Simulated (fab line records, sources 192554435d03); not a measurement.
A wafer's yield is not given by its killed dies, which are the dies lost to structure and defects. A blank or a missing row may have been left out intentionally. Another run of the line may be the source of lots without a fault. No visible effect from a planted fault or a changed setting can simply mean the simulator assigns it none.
Matching of chambers | flow n5Finfet | rieDiel-05 running N5_BEOL_M3_DESCUM_33: 4 sister chambers
The step chemistry O2, time 7 s. 16 wafers are shown with their chamber, then 8 later ones without.

== EACH WAFER AND ITS CHAMBER ==
wafer  | chamber | drypumpMotorCurrentA (A) | showerheadPlenumPTorr (Torr) | throttleValvePct (%)
L076.3 | 0       | 5.6                      | 2.08                         | 20.74
L076.4 | 0       | 5.6                      | 2.08                         | 20.73
L076.5 | 1       | 5.4                      | 2.21                         | 20.05
L078.1 | 3       | 5.0                      | 2.15                         | 20.39
L078.4 | 1       | 5.4                      | 2.21                         | 20.07
L078.5 | 2       | 5.6                      | 2.00                         | 20.59
L083.1 | 0       | 5.6                      | 2.07                         | 20.42
L083.3 | 3       | 4.9                      | 2.15                         | 20.40
L083.5 | 0       | 5.6                      | 2.07                         | 20.42
L086.2 | 3       | 4.9                      | 2.14                         | 20.44
L086.3 | 1       | 5.4                      | 2.20                         | 20.11
L086.5 | 1       | 5.4                      | 2.20                         | 20.11
L090.4 | 3       | 4.9                      | 2.14                         | 20.43
L090.5 | 1       | 5.4                      | 2.20                         | 20.11
L090.6 | 0       | 5.6                      | 2.07                         | 20.46
L089.2 | 3       | 5.0                      | 2.14                         | 20.43

SIGNATURES, as means of the wafers listed above
reading               | chamber 0 | chamber 1 | chamber 2 | chamber 3 | scatter within a chamber
drypumpMotorCurrentA  | 5.600     | 5.400     | 5.600     | 4.940     | 0.0316
showerheadPlenumPTorr | 2.0740    | 2.2040    | 2.0000    | 2.1440    | 0.00548
throttleValvePct      | 20.5540   | 20.0900   | 20.5900   | 20.4180   | 0.0981
Rule: for each reading, subtract the chamber's mean from the wafer's reading, divide by that reading's scatter and square the result; add these up over the readings and take the root, which gives the wafer's distance from the chamber. If the next closest chamber is less than 2 further off than the closest, the wafer can't be placed; otherwise it belongs to the closest. How the scatter is found: for the shown wafers, subtract from each reading the mean of its chamber, square and add these, divide the total by (wafers less chambers), then take the root.

== WAFERS WITHOUT THEIR CHAMBER ==
wafer  | drypumpMotorCurrentA (A) | showerheadPlenumPTorr (Torr) | throttleValvePct (%)
L089.3 | 5.6                      | 2.07                         | 20.44
L089.5 | 5.6                      | 2.07                         | 20.44
L094.1 | 5.5                      | 2.19                         | 20.12
L094.2 | 5.6                      | 2.07                         | 20.45
L094.6 | 5.6                      | 2.25                         | 20.35
L097.1 | 5.5                      | 2.25                         | 20.35
L097.2 | 5.0                      | 2.14                         | 20.13
L097.4 | 5.4                      | 2.19                         | 20.14

== THE CHAMBER EACH PASSED THROUGH ==
wafer  | from the rows above | in truth
L089.3 | 0                   | 0
L089.5 | 0                   | 0
L094.1 | 1                   | 1
L094.2 | 0                   | 0
L094.6 | 1                   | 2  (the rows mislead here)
L097.1 | 1                   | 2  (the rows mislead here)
L097.2 | 3                   | 3
L097.4 | 1                   | 1
Correct placement for 6 of the 8. Left unplaced by these rows: 0. Wrongly placed: 2.
